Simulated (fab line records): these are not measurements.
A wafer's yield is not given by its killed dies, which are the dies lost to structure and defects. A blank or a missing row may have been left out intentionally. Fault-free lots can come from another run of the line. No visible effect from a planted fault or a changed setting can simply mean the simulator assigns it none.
Problem report in the 8D (eight disciplines) form, filled by code	flow nand_harc	the parts of the form that need people (team, actions taken, sign-off) are left out

== 1. WHAT IS WRONG ==
rf_fwd_power_W at NHARC_A_M1_DEP_00 reads a mean of 694.5 W on 6 wafers of 2 lots; wafers without a fault read 598.6 W with a standard deviation of 1.8. That puts it +53 standard deviations away from the usual mean.
The step: deposits SiOC, target thk 182.5 nm.
Seen first at day 29 02:35 on pecvd-03, wafer L962.2. The record holds 39 wafers of 13 lots with a number at this step. Rule for "out", or "out of limits": more than 4 standard deviations from the usual mean. Any other wafer with a number is counted as sound.

== 2. WHAT IT IS, AND WHAT IT ISN'T ==
question	is	is not
which readings at this step	rf_fwd_power_W	-
which lots	L962, L964	L949, L951, L952, L953, L954, L955, L967, L968, L969, L970, L971
which wafers of those lots	all that have a number	-
read on which tools	pecvd-03	pecvd-02, pecvd-04
when	from day 29 02:35	up to then (18 sound wafers); but 15 sound wafers of L967, L968, L969, L970, L971 came after

== 3. THE SUSPECTS, EACH WITH WHAT RULES IT OUT ==
Counting: any tool at a process step up to the reading is kept as a suspect provided that every lot that is out went through it and no sound lot did after the first of them.
- pvd_sputter-01 at NHARC_A_M0_PVD_21 (deposits Cu, target thk 30 nm, time 20.49 s): ruled out as a lasting fault. Following L962 (day 29 02:35), the first lot on it that is out, the sound lots L967 were run on it. NHARC_A_M0_PVD_21: start missing for some lots; hours and lot order therefore follow NHARC_A_M1_DEP_00.
- pecvd-03 at NHARC_A_M1_DEP_00 (deposits SiOC, target thk 182.5 nm): kept. It ran every lot that is out, first L962 (day 29 02:35), and no sound lot after that. Its own readings are out on those wafers: rf_fwd_power_W.
The count leaves pecvd-03 at NHARC_A_M1_DEP_00.

== 4. THE CAUSE (what the simulator had put in) ==
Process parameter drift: pecvd-03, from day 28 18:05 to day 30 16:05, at NHARC_A_M1_DEP_00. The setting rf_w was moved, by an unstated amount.
The count eliminated every tool but this one.

== 5. THE EFFECT CHAIN, in route order ==
Each row: a reading where the mean over the struck wafers with a number is more than 3 standard deviations away from the usual. Only readings for which the record gives a usual standard deviation are gone through. hours: the time from each lot's start at the first step in this table that gives one to its start at this step, as a median over the lots. sigmas: the change in usual standard deviations.
hours	step	reading	usual	on struck wafers	change	sigmas
0	NHARC_A_M1_DEP_00	rf_fwd_power_W	598.6 W	694.5	+95.9	+53
Its process steps:
- NHARC_A_M1_DEP_00: deposits SiOC, target thk 182.5 nm.
Later steps that measure or inspect, where all struck wafers having a row at the step show a number for every such reading and not one has moved that far: NHARC_END_SORT_01.

== 6. WHAT WOULD HAVE CAUGHT IT SOONER ==
In this record the first reading out of limits was taken at day 29 02:35, 9 hours after the fault began at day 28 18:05.
